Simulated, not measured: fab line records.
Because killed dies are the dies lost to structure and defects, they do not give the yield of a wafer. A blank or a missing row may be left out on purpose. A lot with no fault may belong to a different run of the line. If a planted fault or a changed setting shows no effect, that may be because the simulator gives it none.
Matching of chambers || flow n5Finfet || pecvd-03 running N5_BEOL_M5_ILD_DEP_00: 3 sister chambers
The step deposits SiCOH lowk from DEMS/porogen, target thk 140.64 nm, time 25.9 s. 6 wafers are shown with their chamber, then 10 later ones without.

## WAFERS PAIRED WITH THEIR CHAMBERS
{"wafer": "L087.3", "chamber": 0, "throttleValvePct (%)": 14.2, "showerheadPlenumPTorr (Torr)": 5.715}
{"wafer": "L087.4", "chamber": 1, "throttleValvePct (%)": 14.3, "showerheadPlenumPTorr (Torr)": 5.759}
{"wafer": "L088.2", "chamber": 1, "throttleValvePct (%)": 14.7, "showerheadPlenumPTorr (Torr)": 5.761}
{"wafer": "L088.6", "chamber": 0, "throttleValvePct (%)": 14.4, "showerheadPlenumPTorr (Torr)": 5.726}
{"wafer": "L091.2", "chamber": 2, "throttleValvePct (%)": 13.1, "showerheadPlenumPTorr (Torr)": 5.739}
{"wafer": "L091.4", "chamber": 2, "throttleValvePct (%)": 13.0, "showerheadPlenumPTorr (Torr)": 5.750}

## WAFERS WITH NO CHAMBER GIVEN
{"wafer": "L091.5", "throttleValvePct (%)": 14.7, "showerheadPlenumPTorr (Torr)": 5.752}
{"wafer": "L093.1", "throttleValvePct (%)": 14.2, "showerheadPlenumPTorr (Torr)": 5.760}
{"wafer": "L093.3", "throttleValvePct (%)": 14.5, "showerheadPlenumPTorr (Torr)": 5.736}
{"wafer": "L093.5", "throttleValvePct (%)": 14.6, "showerheadPlenumPTorr (Torr)": 5.739}
{"wafer": "L097.1", "throttleValvePct (%)": 13.3, "showerheadPlenumPTorr (Torr)": 5.735}
{"wafer": "L097.2", "throttleValvePct (%)": 14.1, "showerheadPlenumPTorr (Torr)": 5.768}
{"wafer": "L097.3", "throttleValvePct (%)": 13.2, "showerheadPlenumPTorr (Torr)": 5.742}
{"wafer": "L097.4", "throttleValvePct (%)": 14.3, "showerheadPlenumPTorr (Torr)": 5.746}
{"wafer": "L097.5", "throttleValvePct (%)": 14.7, "showerheadPlenumPTorr (Torr)": 5.772}
{"wafer": "L097.6", "throttleValvePct (%)": 13.1, "showerheadPlenumPTorr (Torr)": 5.754}

## EACH ONE'S CHAMBER
{"wafer": "L091.5", "from the rows above": 1, "in truth": 1}
{"wafer": "L093.1", "from the rows above": 1, "in truth": 1}
{"wafer": "L093.3", "from the rows above": "can't be placed: 0 or 1", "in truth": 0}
{"wafer": "L093.5", "from the rows above": "can't be placed: 0 or 1", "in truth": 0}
{"wafer": "L097.1", "from the rows above": 2, "in truth": 2}
{"wafer": "L097.2", "from the rows above": 1, "in truth": 1}
{"wafer": "L097.3", "from the rows above": 2, "in truth": 2}
{"wafer": "L097.4", "from the rows above": "can't be placed: 1 or 0", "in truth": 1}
{"wafer": "L097.5", "from the rows above": 1, "in truth": 1}
{"wafer": "L097.6", "from the rows above": 2, "in truth": 2}
Correctly placed: 7 of 10. From these rows, 3 cannot be placed; in 3 the true chamber is one of the candidates. 0 placed wrongly.
How it was worked out, from the rows above alone: a wafer's distance from a chamber is the root of the sum, over the readings, of the square of ((its reading less the chamber's mean) divided by the reading's scatter). The wafer belongs to the nearest chamber; if the next one is less than 2 further off, it can't be placed. For every chamber, the mean is computed from those of its wafers that are shown. The scatter: take each reading less its chamber's mean, square it, sum over the shown wafers, divide by the number of wafers less the number of chambers, and take the root.
